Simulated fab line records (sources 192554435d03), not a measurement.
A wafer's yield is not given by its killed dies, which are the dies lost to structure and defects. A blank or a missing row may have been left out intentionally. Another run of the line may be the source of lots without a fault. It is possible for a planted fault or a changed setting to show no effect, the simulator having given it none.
Split-lot experiment | flow n5Finfet | on a route of 1938 steps: 7 lots, 39 wafers read

ON THE SPLIT
At N5_ZERO_LAYER_PECVD_02 (deposits SiO2 from SiH4/N2O, target thk 10 nm, time 6 s), the setting targetThkA was moved away from the recipe's 100 angstrom on 9 of the 39 wafers read, by -4.5% to +14.8%. The other wafers ran this setting at the recipe's value.

The reading is taken at the split's own step.

THE READING
SiO2_of_ZERO_LAYER_PECVD_02.thkNm (the simulator's own value, which no gauge read), in nm, at N5_ZERO_LAYER_PECVD_02 (deposits SiO2 from SiH4/N2O, target thk 10 nm, time 6 s). No usual value for it is given in the file. Here, 30 wafers ran the recipe; their average is 10.056 nm with a standard deviation of 0.13 nm.

wafer  | tool, chamber at the split | targetThkA as run, angstrom | against the recipe | SiO2_of_ZERO_LAYER_PECVD_02.thkNm, nm | against lot-mates on the recipe
L079.1 | pecvd-01, 0                | 100                         | recipe             | 9.888                                 | -
L079.2 | pecvd-01, 1                | 100                         | recipe             | 10.12                                 | -
L079.3 | pecvd-01, 0                | 100                         | recipe             | 10.25                                 | -
L079.4 | pecvd-01, 1                | 100                         | recipe             | 10.21                                 | -
L079.5 | pecvd-01, 1                | 100                         | recipe             | 10.17                                 | -
L079.6 | pecvd-01, 0                | 100                         | recipe             | 10.01                                 | -
L080.1 | pecvd-02, 2                | 100                         | recipe             | 9.954                                 | -
L080.2 | pecvd-02, 0                | 100                         | recipe             | 9.98                                  | -
L080.3 | pecvd-02, 1                | 100                         | recipe             | 9.961                                 | -
L080.4 | pecvd-02, 2                | 100                         | recipe             | 10.07                                 | -
L080.5 | pecvd-02, 1                | 100                         | recipe             | 10.01                                 | -
L080.6 | pecvd-02, 0                | 100                         | recipe             | 10.24                                 | -
L081.1 | pecvd-01, 2                | 100                         | recipe             | 9.884                                 | -
L081.2 | pecvd-01, 1                | 100                         | recipe             | 10.09                                 | -
L081.3 | pecvd-01, 0                | 100                         | recipe             | 9.929                                 | -
L081.4 | pecvd-01, 1                | 100                         | recipe             | 10.13                                 | -
L081.5 | pecvd-01, 0                | 100                         | recipe             | 10.08                                 | -
L081.6 | pecvd-01, 2                | 100                         | recipe             | 10.01                                 | -
L082.1 | pecvd-01, 2                | 100                         | recipe             | 9.904                                 | -
L082.2 | pecvd-01, 0                | 114.8                       | +14.8%             | 11.15                                 | +1.177
L082.3 | pecvd-01, 1                | 114.8                       | +14.8%             | 11.37                                 | +1.397
L082.4 | pecvd-01, 0                | 100                         | recipe             | 9.955                                 | -
L082.5 | pecvd-01, 2                | 100                         | recipe             | 10.06                                 | -
L082.6 | pecvd-01, 1                | 114.8                       | +14.8%             | 11.51                                 | +1.537
L088.1 | pecvd-04, 1                | 95.52                       | -4.5%              | 9.447                                 | -0.634
L088.2 | pecvd-04, 2                | 100                         | recipe             | 9.98                                  | -
L088.3 | pecvd-04, 0                | 100                         | recipe             | 9.962                                 | -
L088.4 | pecvd-04, 2                | 95.52                       | -4.5%              | 9.783                                 | -0.298
L088.5 | pecvd-04, 1                | 100                         | recipe             | 10.3                                  | -
L088.6 | pecvd-04, 0                | 95.52                       | -4.5%              | 9.559                                 | -0.522
L090.2 | pecvd-02, 2                | 100                         | recipe             | 10.07                                 | -
L090.4 | pecvd-02, 1                | 100                         | recipe             | 10.21                                 | -
L090.6 | pecvd-02, 0                | 100                         | recipe             | 10.23                                 | -
L093.1 | pecvd-01, 1                | 104.5                       | +4.5%              | 10.36                                 | +0.353
L093.2 | pecvd-01, 0                | 100                         | recipe             | 9.762                                 | -
L093.3 | pecvd-01, 2                | 104.5                       | +4.5%              | 10.26                                 | +0.253
L093.4 | pecvd-01, 1                | 100                         | recipe             | 10.1                                  | -
L093.5 | pecvd-01, 2                | 104.5                       | +4.5%              | 10.46                                 | +0.453
L093.6 | pecvd-01, 0                | 100                         | recipe             | 10.16                                 | -

THE FIT
A straight line over all 39 wafers: SiO2_of_ZERO_LAYER_PECVD_02.thkNm changes by +0.0874 nm for each +1% of targetThkA; r = +0.95; the points scatter about the line by 0.13 nm.
The same after taking each lot's own level away (the mean of its wafers on the recipe; 39 wafers): +0.0933 nm for each +1%; r = +0.96; scatter 0.12 nm.
That fit puts the effect of the largest move of targetThkA on the reading at 1.4 nm.
From 9.9730 to 10.1700 nm: that is the span of the lots' own levels, equal to 1.5 times the standard deviation above.
So the lot-to-lot level changes the slope little: the two slopes agree.
Check: with one of the wafers moved furthest among these (+14.8%) left out of the fit, the line predicts +1.45 nm for it against its lot-mates. Against them it came out at +1.18 nm.

FILE'S OWN FIT
SiO2_of_ZERO_LAYER_PECVD_02.thkNm changes by +0.0928 nm for each +1% of targetThkA, r = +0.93.
